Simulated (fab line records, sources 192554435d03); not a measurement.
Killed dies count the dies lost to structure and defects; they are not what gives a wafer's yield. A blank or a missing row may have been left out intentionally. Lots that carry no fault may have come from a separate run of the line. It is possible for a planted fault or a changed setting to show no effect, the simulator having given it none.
Matching of chambers / flow n5 finfet / N5_DUMMY_GATE_CMP_04 on cmp-04: 4 sister chambers
The step polishes a-Si. 8 wafers are shown with their chamber, then 12 later ones without.

## EACH WAFER AND ITS CHAMBER
wafer=L088.1; chamber=0; motor current A (A)=9.2; time to endpoint s (s)=16.2
wafer=L088.2; chamber=3; motor current A (A)=10.2; time to endpoint s (s)=17.4
wafer=L089.1; chamber=3; motor current A (A)=10.4; time to endpoint s (s)=15.3
wafer=L089.3; chamber=2; motor current A (A)=8.7; time to endpoint s (s)=13.0
wafer=L089.5; chamber=2; motor current A (A)=8.4; time to endpoint s (s)=12.5
wafer=L091.1; chamber=0; motor current A (A)=9.2; time to endpoint s (s)=13.1
wafer=L091.3; chamber=1; motor current A (A)=10.0; time to endpoint s (s)=15.2
wafer=L091.5; chamber=1; motor current A (A)=10.3; time to endpoint s (s)=15.5

## WAFERS WHOSE CHAMBER IS MISSING
wafer=L093.1; motor current A (A)=8.7; time to endpoint s (s)=15.7
wafer=L093.3; motor current A (A)=10.6; time to endpoint s (s)=17.1
wafer=L093.4; motor current A (A)=10.3; time to endpoint s (s)=18.1
wafer=L094.1; motor current A (A)=10.2; time to endpoint s (s)=15.2
wafer=L094.5; motor current A (A)=9.0; time to endpoint s (s)=15.1
wafer=L094.6; motor current A (A)=10.4; time to endpoint s (s)=15.5
wafer=L095.2; motor current A (A)=8.9; time to endpoint s (s)=13.5
wafer=L095.3; motor current A (A)=9.8; time to endpoint s (s)=15.0
wafer=L095.5; motor current A (A)=8.3; time to endpoint s (s)=14.9
wafer=L097.2; motor current A (A)=9.0; time to endpoint s (s)=12.2
wafer=L097.3; motor current A (A)=9.7; time to endpoint s (s)=16.8
wafer=L097.6; motor current A (A)=10.2; time to endpoint s (s)=18.0

## WHICH CHAMBER EACH WENT THROUGH
wafer=L093.1; from the rows above=can't be placed: 2 or 0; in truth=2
wafer=L093.3; from the rows above=can't be placed: 3 or 1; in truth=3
wafer=L093.4; from the rows above=can't be placed: 3 or 1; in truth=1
wafer=L094.1; from the rows above=can't be placed: 1 or 3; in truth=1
wafer=L094.5; from the rows above=can't be placed: 0 or 2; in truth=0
wafer=L094.6; from the rows above=can't be placed: 3 or 1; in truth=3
wafer=L095.2; from the rows above=can't be placed: 0 or 2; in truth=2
wafer=L095.3; from the rows above=can't be placed: 1 or 3 or 0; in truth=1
wafer=L095.5; from the rows above=2; in truth=2
wafer=L097.2; from the rows above=can't be placed: 0 or 2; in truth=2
wafer=L097.3; from the rows above=can't be placed: 1 or 0 or 3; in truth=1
wafer=L097.6; from the rows above=can't be placed: 3 or 1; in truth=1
Correctly placed: 1 of 12. Cannot be placed on the basis of these rows: 11; the candidates contain the true chamber in 11. Number placed wrongly: 0.
How it was worked out, from the rows above alone: a wafer's distance from a chamber is the root of the sum, over the readings, of the square of ((its reading less the chamber's mean) divided by the reading's scatter). If the next closest chamber is less than 2 further off than the closest, the wafer can't be placed; otherwise it belongs to the closest. A chamber's mean is the mean of its shown wafers. How the scatter is found: for the shown wafers, subtract from each reading the mean of its chamber, square and add these, divide the total by (wafers less chambers), then take the root.
